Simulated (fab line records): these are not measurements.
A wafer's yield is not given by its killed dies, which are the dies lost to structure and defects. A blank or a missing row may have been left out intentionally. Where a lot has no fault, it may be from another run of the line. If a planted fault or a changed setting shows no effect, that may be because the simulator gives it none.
Matching of chambers :: flow n5 finfet :: rie diel-02 running N5_FIN_SAQP_ETCH_69: 4 sister chambers
The step etches SOC in N2/H2, stops on SiNx, target depth 150 nm. 16 wafers are shown with their chamber, then 8 later ones without.

WAFERS WITH THEIR CHAMBER
wafer: L080.1
chamber: 3
drypump motor current A (A): 4.8
showerhead plenum p Torr (Torr): 2.48
throttle valve pct (%): 17.67

wafer: L080.5
chamber: 1
drypump motor current A (A): 5.6
showerhead plenum p Torr (Torr): 2.60
throttle valve pct (%): 17.38

wafer: L080.6
chamber: 2
drypump motor current A (A): 5.8
showerhead plenum p Torr (Torr): 2.71
throttle valve pct (%): 17.65

wafer: L084.1
chamber: 0
drypump motor current A (A): 5.8
showerhead plenum p Torr (Torr): 2.62
throttle valve pct (%): 17.50

wafer: L084.2
chamber: 3
drypump motor current A (A): 4.7
showerhead plenum p Torr (Torr): 2.47
throttle valve pct (%): 17.69

wafer: L084.4
chamber: 1
drypump motor current A (A): 5.6
showerhead plenum p Torr (Torr): 2.59
throttle valve pct (%): 17.41

wafer: L086.1
chamber: 0
drypump motor current A (A): 5.8
showerhead plenum p Torr (Torr): 2.62
throttle valve pct (%): 17.49

wafer: L086.2
chamber: 2
drypump motor current A (A): 5.8
showerhead plenum p Torr (Torr): 2.71
throttle valve pct (%): 17.65

wafer: L086.3
chamber: 1
drypump motor current A (A): 5.6
showerhead plenum p Torr (Torr): 2.59
throttle valve pct (%): 17.42

wafer: L086.4
chamber: 3
drypump motor current A (A): 4.7
showerhead plenum p Torr (Torr): 2.47
throttle valve pct (%): 17.70

wafer: L086.5
chamber: 0
drypump motor current A (A): 5.8
showerhead plenum p Torr (Torr): 2.62
throttle valve pct (%): 17.50

wafer: L086.6
chamber: 3
drypump motor current A (A): 4.7
showerhead plenum p Torr (Torr): 2.47
throttle valve pct (%): 17.70

wafer: L089.4
chamber: 1
drypump motor current A (A): 5.6
showerhead plenum p Torr (Torr): 2.59
throttle valve pct (%): 17.42

wafer: L089.5
chamber: 3
drypump motor current A (A): 4.7
showerhead plenum p Torr (Torr): 2.47
throttle valve pct (%): 17.71

wafer: L089.6
chamber: 2
drypump motor current A (A): 5.8
showerhead plenum p Torr (Torr): 2.70
throttle valve pct (%): 17.69

wafer: L090.1
chamber: 2
drypump motor current A (A): 5.8
showerhead plenum p Torr (Torr): 2.70
throttle valve pct (%): 17.70

SIGNATURES (means of the wafers above)
reading: drypump motor current A
chamber 0: 5.800
chamber 1: 5.600
chamber 2: 5.800
chamber 3: 4.720
scatter within a chamber: 0.0258

reading: showerhead plenum p Torr
chamber 0: 2.6200
chamber 1: 2.5925
chamber 2: 2.7050
chamber 3: 2.4720
scatter within a chamber: 0.00461

reading: throttle valve pct
chamber 0: 17.4967
chamber 1: 17.4075
chamber 2: 17.6725
chamber 3: 17.6940
scatter within a chamber: 0.0186
Rule: for each reading, subtract the chamber's mean from the wafer's reading, divide by that reading's scatter and square the result; add these up over the readings and take the root, which gives the wafer's distance from the chamber. The wafer belongs to the nearest chamber; if the next one is less than 2 further off, it can't be placed. The scatter: the root of (the sum of the squares of (reading less its chamber's mean) over the shown wafers, divided by (wafers less chambers)).

WAFERS WITH NO CHAMBER GIVEN
wafer: L090.2
drypump motor current A (A): 5.6
showerhead plenum p Torr (Torr): 2.59
throttle valve pct (%): 17.44

wafer: L090.3
drypump motor current A (A): 4.7
showerhead plenum p Torr (Torr): 2.47
throttle valve pct (%): 17.71

wafer: L090.4
drypump motor current A (A): 5.8
showerhead plenum p Torr (Torr): 2.61
throttle valve pct (%): 17.52

wafer: L090.5
drypump motor current A (A): 5.8
showerhead plenum p Torr (Torr): 2.62
throttle valve pct (%): 17.52

wafer: L090.6
drypump motor current A (A): 5.6
showerhead plenum p Torr (Torr): 2.59
throttle valve pct (%): 17.45

wafer: L091.1
drypump motor current A (A): 5.8
showerhead plenum p Torr (Torr): 2.70
throttle valve pct (%): 17.69

wafer: L091.4
drypump motor current A (A): 5.6
showerhead plenum p Torr (Torr): 2.59
throttle valve pct (%): 17.46

wafer: L091.5
drypump motor current A (A): 4.8
showerhead plenum p Torr (Torr): 2.47
throttle valve pct (%): 17.72

WHICH CHAMBER EACH WENT THROUGH
wafer: L090.2
from the rows above: 1
in truth: 1

wafer: L090.3
from the rows above: 3
in truth: 3

wafer: L090.4
from the rows above: 0
in truth: 0

wafer: L090.5
from the rows above: 0
in truth: 0

wafer: L090.6
from the rows above: 1
in truth: 1

wafer: L091.1
from the rows above: 2
in truth: 2

wafer: L091.4
from the rows above: 1
in truth: 1

wafer: L091.5
from the rows above: 3
in truth: 3
Correctly placed: 8 of 8. Number that these rows cannot place: 0. Number placed wrongly: 0.
